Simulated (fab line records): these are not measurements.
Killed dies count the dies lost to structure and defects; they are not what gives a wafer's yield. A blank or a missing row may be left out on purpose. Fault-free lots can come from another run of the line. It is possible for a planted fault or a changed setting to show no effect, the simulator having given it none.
Chamber matching + flow n5_finfet + rie_diel-06 running N5_BEOL_M15_DESCUM_33: 4 sister chambers
The step chemistry O2, time 7.9 s. 22 wafers are shown with their chamber, then 11 later ones without.

== WAFERS WITH THEIR CHAMBER ==
| wafer  | chamber | showerhead_plenum_p_Torr (Torr) | throttle_valve_pct (%) | drypump_motor_current_A (A) |
|--------|---------|---------------------------------|------------------------|-----------------------------|
| L076.3 | 3       | 2.22                            | 20.29                  | 5.4                         |
| L076.5 | 1       | 2.04                            | 20.22                  | 5.5                         |
| L076.6 | 2       | 2.08                            | 20.76                  | 5.3                         |
| L075.1 | 2       | 2.08                            | 20.75                  | 5.4                         |
| L075.2 | 3       | 2.22                            | 20.29                  | 5.4                         |
| L075.5 | 2       | 2.08                            | 20.75                  | 5.4                         |
| L078.2 | 3       | 2.22                            | 20.29                  | 5.4                         |
| L078.3 | 0       | 2.13                            | 20.76                  | 6.1                         |
| L078.4 | 2       | 2.08                            | 20.76                  | 5.3                         |
| L082.1 | 2       | 2.07                            | 20.76                  | 5.4                         |
| L082.2 | 1       | 2.04                            | 20.23                  | 5.5                         |
| L082.3 | 0       | 2.13                            | 20.75                  | 6.1                         |
| L081.3 | 0       | 2.13                            | 20.77                  | 6.1                         |
| L081.4 | 2       | 2.07                            | 20.76                  | 5.4                         |
| L081.6 | 3       | 2.22                            | 20.33                  | 5.4                         |
| L085.1 | 2       | 2.07                            | 20.78                  | 5.4                         |
| L085.4 | 3       | 2.22                            | 20.31                  | 5.4                         |
| L085.5 | 1       | 2.04                            | 20.24                  | 5.5                         |
| L086.1 | 1       | 2.04                            | 20.24                  | 5.5                         |
| L086.2 | 2       | 2.07                            | 20.78                  | 5.3                         |
| L086.6 | 0       | 2.12                            | 20.78                  | 6.0                         |
| L091.2 | 2       | 2.07                            | 20.80                  | 5.4                         |

SIGNATURES (means of the wafers above)
| reading                  | chamber 0 | chamber 1 | chamber 2 | chamber 3 | scatter within a chamber |
|--------------------------|-----------|-----------|-----------|-----------|--------------------------|
| showerhead_plenum_p_Torr | 2.1275    | 2.0400    | 2.0744    | 2.2200    | 0.00406                  |
| throttle_valve_pct       | 20.7650   | 20.2325   | 20.7667   | 20.3020   | 0.0154                   |
| drypump_motor_current_A  | 6.075     | 5.500     | 5.367     | 5.400     | 0.0391                   |
Rule: for a wafer and a chamber, the distance is found by dividing, reading by reading, the gap between the wafer's reading and the chamber's mean by the reading's scatter, squaring, summing and taking the root. The wafer belongs to the nearest chamber; if the next one is less than 2 further off, it can't be placed. The scatter: the root of (the sum of the squares of (reading less its chamber's mean) over the shown wafers, divided by (wafers less chambers)).

== WAFERS WITHOUT THEIR CHAMBER ==
| wafer  | showerhead_plenum_p_Torr (Torr) | throttle_valve_pct (%) | drypump_motor_current_A (A) |
|--------|---------------------------------|------------------------|-----------------------------|
| L091.4 | 2.03                            | 20.26                  | 5.5                         |
| L091.6 | 2.03                            | 20.26                  | 5.5                         |
| L092.2 | 2.12                            | 20.79                  | 6.1                         |
| L092.4 | 2.03                            | 20.27                  | 5.5                         |
| L092.6 | 2.03                            | 20.27                  | 5.5                         |
| L095.1 | 2.03                            | 20.27                  | 5.5                         |
| L095.2 | 2.21                            | 20.34                  | 5.4                         |
| L095.5 | 2.07                            | 20.81                  | 5.3                         |
| L096.2 | 2.03                            | 20.28                  | 5.5                         |
| L096.4 | 2.07                            | 20.81                  | 5.4                         |
| L096.6 | 2.21                            | 20.34                  | 5.4                         |

== WHICH CHAMBER EACH ONE RAN IN ==
| wafer  | from the rows above | in truth |
|--------|---------------------|----------|
| L091.4 | 1                   | 1        |
| L091.6 | 1                   | 1        |
| L092.2 | 0                   | 0        |
| L092.4 | 1                   | 1        |
| L092.6 | 1                   | 1        |
| L095.1 | 1                   | 1        |
| L095.2 | 3                   | 3        |
| L095.5 | 2                   | 2        |
| L096.2 | 1                   | 1        |
| L096.4 | 2                   | 2        |
| L096.6 | 3                   | 3        |
Correct placement for 11 of the 11. Can't be placed from these rows: 0. 0 placed wrongly.
